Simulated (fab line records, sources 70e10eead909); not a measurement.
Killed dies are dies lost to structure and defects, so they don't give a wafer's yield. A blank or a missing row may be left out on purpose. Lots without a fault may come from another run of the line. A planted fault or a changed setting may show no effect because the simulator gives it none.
Which tool did it? | flow nand_harc | 11 lots, 33 wafers sampled, at 5 steps of a route of 1159

WHAT THE GAUGES READ, wafer by wafer
NHARC_END_SORT_01. Usual: killed_at_array 31, standard deviation 11; killed_at_other 0.5, standard deviation 0.78; killed_at_periphery 3.0, standard deviation 2; killed_dies 34, standard deviation 12; killed_open 3.2, standard deviation 2; killed_short 1.9, standard deviation 1.6.
lot  | measured     | on        | killed_at_array | killed_at_other | killed_at_periphery | killed_dies | killed_open | killed_short | flag
L846 | day 20 05:58 | prober-02 | 35 30 41        | 0 0 1           | 2 6 3               | 37 36 45    | 2 0 4       | 1 2 4        |
L855 | day 22 07:40 | prober-02 | 675 674 676     | 0 0 0           | 2 3 1               | 677 677 677 | 3 4 3       | 0 6 0        | OFF
L856 | day 22 06:01 | prober-01 | 673 673 672     | 0 1 1           | 4 3 4               | 677 677 677 | 3 3 3       | 3 7 0        | OFF
L857 | day 22 15:24 | prober-01 | 673 675 673     | 0 1 1           | 4 1 3               | 677 677 677 | 2 1 1       | 3 4 3        | OFF
L863 | day 24 04:29 | prober-01 | 15 21 17        | 0 0 0           | 2 1 2               | 17 22 19    | 1 4 3       | 5 1 2        |

WHICH TOOL RAN EACH LOT (tool, then ch and the chambers of the sampled wafers, then the start)
lot  | NHARC_A_CONTACT_ETCH_51                       | NHARC_A_CONTACT_ETCH_118             | NHARC_A_CONTACT_ETCH_96            | NHARC_A_CONTACT_STRIP_55
L845 | rie_diel-04 ch 0,1,2, day 16 04:41 or earlier | har_cap_etch-02 ch 0,1, day 16 04:41 | rie_diel-03 ch 1,3, day 16 05:53   | rie_diel-03 ch 0,3, no start
L846 | rie_diel-04 ch 0,1, day 16 11:37 or earlier   | har_cap_etch-02 ch 0,1, day 16 11:37 | rie_diel-03 ch 1,3, day 16 12:49   | rie_diel-04 ch 1,2,3, day 20 05:58 or earlier
L847 | rie_diel-03 ch 1,2, day 16 18:01 or earlier   | har_cap_etch-03 ch 0,1, day 16 18:01 | rie_diel-03 ch 1,2, day 16 19:37   | rie_diel-01 ch 0,1, no start
L848 | rie_diel-04 ch 1,3, day 17 12:24 or earlier   | har_cap_etch-02 ch 0,1, day 17 12:24 | rie_diel-04 ch 0,2,3, day 17 13:35 | rie_diel-01 ch 1,2,3, no start
L855 | rie_diel-01 ch 1,2,3, day 19 07:35 or earlier | har_cap_etch-01 ch 0,1, day 19 07:35 | rie_diel-03 ch 2,3, day 19 08:46   | rie_diel-03 ch 0,1,3, day 22 07:40 or earlier
L856 | rie_diel-04 ch 1,2,3, day 19 08:02 or earlier | har_cap_etch-02 ch 1, day 19 08:02   | rie_diel-03 ch 0,1,2, day 19 09:13 | rie_diel-01 ch 2,3, day 22 06:01 or earlier
L857 | rie_diel-03 ch 0,1,3, day 19 11:25 or earlier | har_cap_etch-03 ch 0,1, day 19 11:25 | rie_diel-03 ch 1,2,3, day 19 12:35 | rie_diel-03 ch 0,3, day 22 15:24 or earlier
L863 | rie_diel-01 ch 2,3, day 21 00:56 or earlier   | har_cap_etch-03 ch 0,1, day 21 00:56 | rie_diel-04 ch 0,2,3, day 21 02:08 | rie_diel-04 ch 0,1,3, day 24 04:29 or earlier
L862 | rie_diel-04 ch 0,3, day 21 02:14 or earlier   | har_cap_etch-02 ch 0,1, day 21 02:14 | rie_diel-04 ch 2,3, day 21 03:25   | rie_diel-04 ch 0,1,2, no start
L865 | rie_diel-04 ch 1,2, day 21 19:11 or earlier   | har_cap_etch-03 ch 0,1, day 21 19:11 | rie_diel-04 ch 1,2,3, day 21 20:27 | rie_diel-04 ch 1,3, no start
L867 | rie_diel-03 ch 1,3, day 22 05:29 or earlier   | har_cap_etch-01 ch 0,1, day 22 05:29 | rie_diel-01 ch 1,2,3, day 22 06:39 | rie_diel-01 ch 0,1,2, no start
- NHARC_A_CONTACT_ETCH_51: etches the open film in O2/COS, target depth 3600 nm, time 936 s.
- NHARC_A_CONTACT_ETCH_118: etches the open film in C4F8/O2/Ar, time 94 s, target depth 922 nm.
- NHARC_A_CONTACT_ETCH_96: etches the open film in C4F6/O2, target depth 20 nm, time 10 s.
- NHARC_A_CONTACT_STRIP_55: strips in O2.

WHAT THE TOOLS THEMSELVES READ (means of the sampled wafers that have a number; where no wafer has one, the mark that the record gives instead)
NHARC_A_CONTACT_ETCH_51. Usual: drypump_motor_current_A 5.6 A, standard deviation 0.4; oes_product_au 0.997 a.u., standard deviation 0.014; rf_fwd_power_W 499.5 W, standard deviation 1.5; rf_vpp_V 313.5 V, standard deviation 1.9; showerhead_plenum_p_Torr 3.08 Torr, standard deviation 0.12; throttle_valve_pct 28.331 %, standard deviation 0.0092.
lot  | tool        | drypump_motor_current_A (A) | oes_product_au (a.u.) | rf_fwd_power_W (W) | rf_vpp_V (V) | showerhead_plenum_p_Torr (Torr) | throttle_valve_pct (%) | flag
L845 | rie_diel-04 | 5.5                         | 1.000                 | 498.7              | 315.0        | 3.15                            | 28.328                 |
L846 | rie_diel-04 | 5.6                         | 1.010                 | 499.3              | 315.7        | 3.19                            | 28.339                 |
L847 | rie_diel-03 | 5.7                         | 0.990                 | 498.6              | 313.8        | 3.10                            | 28.329                 |
L848 | rie_diel-04 | 5.7                         | 0.991                 | 499.5              | 313.8        | 3.13                            | 28.337                 |
L855 | rie_diel-01 | 5.5                         | 0.999                 | 501.4              | 314.7        | 3.13                            | 28.335                 |
L856 | rie_diel-04 | 5.7                         | 1.002                 | 500.6              | 314.4        | 3.10                            | 28.320                 |
L857 | rie_diel-03 | 5.4                         | 0.984                 | 500.1              | 313.0        | 3.06                            | 28.344                 |
L863 | rie_diel-01 | 5.4                         | 1.009                 | 499.4              | 312.6        | 3.00                            | 28.336                 |
L862 | rie_diel-04 | 5.4                         | 0.983                 | 499.4              | 314.8        | 3.16                            | 28.326                 |
L865 | rie_diel-04 | 5.8                         | 0.994                 | 500.9              | 313.4        | 3.09                            | 28.330                 |
L867 | rie_diel-03 | 5.5                         | 0.989                 | 498.3              | 313.7        | 3.10                            | 28.328                 |

NHARC_A_CONTACT_ETCH_96. Usual: drypump_motor_current_A 5.6 A, standard deviation 0.4; oes_product_au 0.960 a.u., standard deviation 0.029; rf_fwd_power_W 585.1 W, standard deviation 1.8; rf_vpp_V 545.3 V, standard deviation 3; showerhead_plenum_p_Torr 3.85 Torr, standard deviation 0.14; throttle_valve_pct 26.904 %, standard deviation 0.0092.
lot  | tool        | drypump_motor_current_A (A) | oes_product_au (a.u.) | rf_fwd_power_W (W) | rf_vpp_V (V) | showerhead_plenum_p_Torr (Torr) | throttle_valve_pct (%) | flag
L845 | rie_diel-03 | 5.5                         | 0.983                 | 585.2              | 546.7        | 3.92                            | 26.903                 |
L846 | rie_diel-03 | 5.5                         | 0.945                 | 584.4              | 545.6        | 3.92                            | 26.901                 |
L847 | rie_diel-03 | 5.9                         | 0.971                 | 584.1              | 544.6        | 3.78                            | 26.905                 |
L848 | rie_diel-04 | 5.3                         | 0.958                 | 585.1              | 546.9        | 3.95                            | 26.909                 |
L855 | rie_diel-03 | 5.9                         | 0.746                 | 584.2              | 543.0        | 3.71                            | 26.903                 | OFF
L856 | rie_diel-03 | 5.6                         | 0.752                 | 586.7              | 545.5        | 3.83                            | 26.901                 | OFF
L857 | rie_diel-03 | 5.8                         | 0.716                 | 585.7              | 544.1        | 3.80                            | 26.909                 | OFF
L863 | rie_diel-04 | 5.3                         | 0.995                 | 588.2              | 547.3        | 3.94                            | 26.909                 |
L862 | rie_diel-04 | 5.5                         | 0.925                 | 583.8              | 545.3        | 3.89                            | 26.904                 |
L865 | rie_diel-04 | 5.7                         | 0.929                 | 586.1              | 546.2        | 3.88                            | 26.891                 |
L867 | rie_diel-01 | 5.5                         | 0.998                 | 585.0              | 546.1        | 3.93                            | 26.901                 |

NHARC_A_CONTACT_STRIP_55. Usual: drypump_motor_current_A 5.6 A, standard deviation 0.4; oes_product_au 0.995 a.u., standard deviation 0.016; rf_vpp_V 57.6 V, standard deviation 0.89; showerhead_plenum_p_Torr 3.48 Torr, standard deviation 0.14; throttle_valve_pct 17.035 %, standard deviation 0.0091.
lot  | tool        | drypump_motor_current_A (A) | oes_product_au (a.u.) | rf_vpp_V (V) | showerhead_plenum_p_Torr (Torr) | throttle_valve_pct (%) | flag
L845 | rie_diel-03 | 5.6                         | 0.984                 | 57.4         | 3.38                            | 17.034                 |
L846 | rie_diel-04 | 5.7                         | 1.001                 | 57.3         | 3.52                            | 17.037                 |
L847 | rie_diel-01 | 5.5                         | 0.998                 | 58.4         | 3.71                            | 17.029                 |
L848 | rie_diel-01 | 5.5                         | 1.000                 | 57.7         | 3.55                            | 17.043                 |
L855 | rie_diel-03 | 5.4                         | 0.981                 | 58.0         | 3.46                            | 17.037                 |
L856 | rie_diel-01 | 5.4                         | 1.000                 | 57.3         | 3.39                            | 17.035                 |
L857 | rie_diel-03 | 5.6                         | 0.975                 | 57.6         | 3.38                            | 17.039                 |
L863 | rie_diel-04 | 5.5                         | 0.998                 | 58.2         | 3.57                            | 17.035                 |
L862 | rie_diel-04 | 5.5                         | 1.003                 | 57.4         | 3.54                            | 17.031                 |
L865 | rie_diel-04 | 5.9                         | 0.989                 | 58.1         | 3.53                            | 17.030                 |
L867 | rie_diel-01 | 5.7                         | 0.991                 | 58.2         | 3.62                            | 17.032                 |

THE ANSWER, worked out from the rows above alone
Rule: a lot is off if the mean of its wafers that have a number lies more than 3 standard deviations from the usual mean. A lot without any number at a reading at which 4 lots or more have one is off too. The other lots that the step has rows for count as sound. The gauges are gone through in route order, then the tools' own readings, and for those a lot's mean is taken as printed above. The first step at which some lot is off is used, and at that step the reading that is off furthest; a lot without a number counts as furthest.
Off: L855, L856, L857, at NHARC_END_SORT_01 (killed_at_array). Neither off nor sound, because the step has no rows for them: L845, L847, L848, L862, L865, L867.
A tool fits if, at a process step before that reading, it ran every lot that is off, and no sound lot after the first of them. The gauges at NHARC_END_SORT_01 aren't tried: what is off there is off at NHARC_A_CONTACT_ETCH_96 too, on other tools, and a gauge's error can't cause that. NHARC_A_CONTACT_ETCH_51 gives no start for some lots, so the hours and the order of its lots are those of NHARC_A_CONTACT_ETCH_118. NHARC_A_CONTACT_STRIP_55 gives no start for some lots, so the hours and the order of its lots are those of NHARC_END_SORT_01. One fits: rie_diel-03 at NHARC_A_CONTACT_ETCH_96. Its last sound lot is L846 (day 16 12:49), its first lot that is off L855 (day 19 08:46): a fault that began between those two fits.
The tool's own readings at NHARC_A_CONTACT_ETCH_96 bear it out: on the lots that are off they differ by more than 5 times the standard deviation of the sound lots' means. oes_product_au reads 0.738 a.u. there against 0.970 a.u. on the sound lots; showerhead_plenum_p_Torr reads 3.78 Torr there against 3.93 Torr on the sound lots.

WHAT THE SIMULATOR HAD PUT IN
Process parameter drift: rie_diel-03, from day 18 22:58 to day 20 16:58, at NHARC_A_CONTACT_ETCH_96. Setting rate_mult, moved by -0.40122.
Lots struck among those shown: L856, L855, L857. The rule above found the same.
